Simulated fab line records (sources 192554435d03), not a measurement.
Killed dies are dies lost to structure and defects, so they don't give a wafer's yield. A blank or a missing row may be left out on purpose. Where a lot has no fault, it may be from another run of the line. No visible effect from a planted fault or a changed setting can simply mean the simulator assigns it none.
Chamber matching :: flow n5_finfet :: N5_BEOL_M2_CMP_52 on cmp-02: 4 sister chambers
The step polishes, stops on SiOC, t overpolish 6.8 s, target thk 40 nm. 8 wafers are shown with their chamber, then 8 later ones without.

## WAFERS, EACH WITH ITS CHAMBER
wafer: L081.2
chamber: 0
motor_current_A (A): 5.6
time_to_endpoint_s (s): 64

wafer: L084.1
chamber: 2
motor_current_A (A): 6.8
time_to_endpoint_s (s): 64

wafer: L084.3
chamber: 3
motor_current_A (A): 5.3
time_to_endpoint_s (s): 63

wafer: L084.4
chamber: 0
motor_current_A (A): 6.1
time_to_endpoint_s (s): 65

wafer: L083.2
chamber: 3
motor_current_A (A): 5.4
time_to_endpoint_s (s): 63

wafer: L083.4
chamber: 1
motor_current_A (A): 5.7
time_to_endpoint_s (s): 66

wafer: L083.5
chamber: 2
motor_current_A (A): 6.3
time_to_endpoint_s (s): 62

wafer: L092.2
chamber: 1
motor_current_A (A): 5.5
time_to_endpoint_s (s): 64

## WAFERS WITHOUT THEIR CHAMBER
wafer: L092.5
motor_current_A (A): 5.6
time_to_endpoint_s (s): 64

wafer: L092.6
motor_current_A (A): 6.8
time_to_endpoint_s (s): 61

wafer: L095.1
motor_current_A (A): 5.7
time_to_endpoint_s (s): 65

wafer: L095.5
motor_current_A (A): 5.4
time_to_endpoint_s (s): 68

wafer: L095.6
motor_current_A (A): 5.8
time_to_endpoint_s (s): 69

wafer: L096.1
motor_current_A (A): 5.5
time_to_endpoint_s (s): 67

wafer: L096.2
motor_current_A (A): 5.0
time_to_endpoint_s (s): 69

wafer: L096.3
motor_current_A (A): 6.2
time_to_endpoint_s (s): 67

## WHICH CHAMBER EACH WENT THROUGH
wafer: L092.5
from the rows above: can't be placed: 1 or 0 or 3
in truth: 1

wafer: L092.6
from the rows above: 2
in truth: 2

wafer: L095.1
from the rows above: can't be placed: 1 or 0 or 3
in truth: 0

wafer: L095.5
from the rows above: can't be placed: 1 or 0 or 3
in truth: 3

wafer: L095.6
from the rows above: can't be placed: 1 or 0
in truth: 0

wafer: L096.1
from the rows above: can't be placed: 1 or 0 or 3
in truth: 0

wafer: L096.2
from the rows above: can't be placed: 1 or 0 or 3
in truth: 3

wafer: L096.3
from the rows above: can't be placed: 0 or 1 or 2
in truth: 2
Correct placement for 1 of the 8. From these rows, 7 cannot be placed; in 7 the true chamber is one of the candidates. Placed wrongly: 0.
How it was worked out, from the rows above alone: a wafer's distance from a chamber is the root of the sum, over the readings, of the square of ((its reading less the chamber's mean) divided by the reading's scatter). The wafer belongs to the nearest chamber; if the next one is less than 2 further off, it can't be placed. The mean given for a chamber averages the wafers shown for that chamber. How the scatter is found: for the shown wafers, subtract from each reading the mean of its chamber, square and add these, divide the total by (wafers less chambers), then take the root.
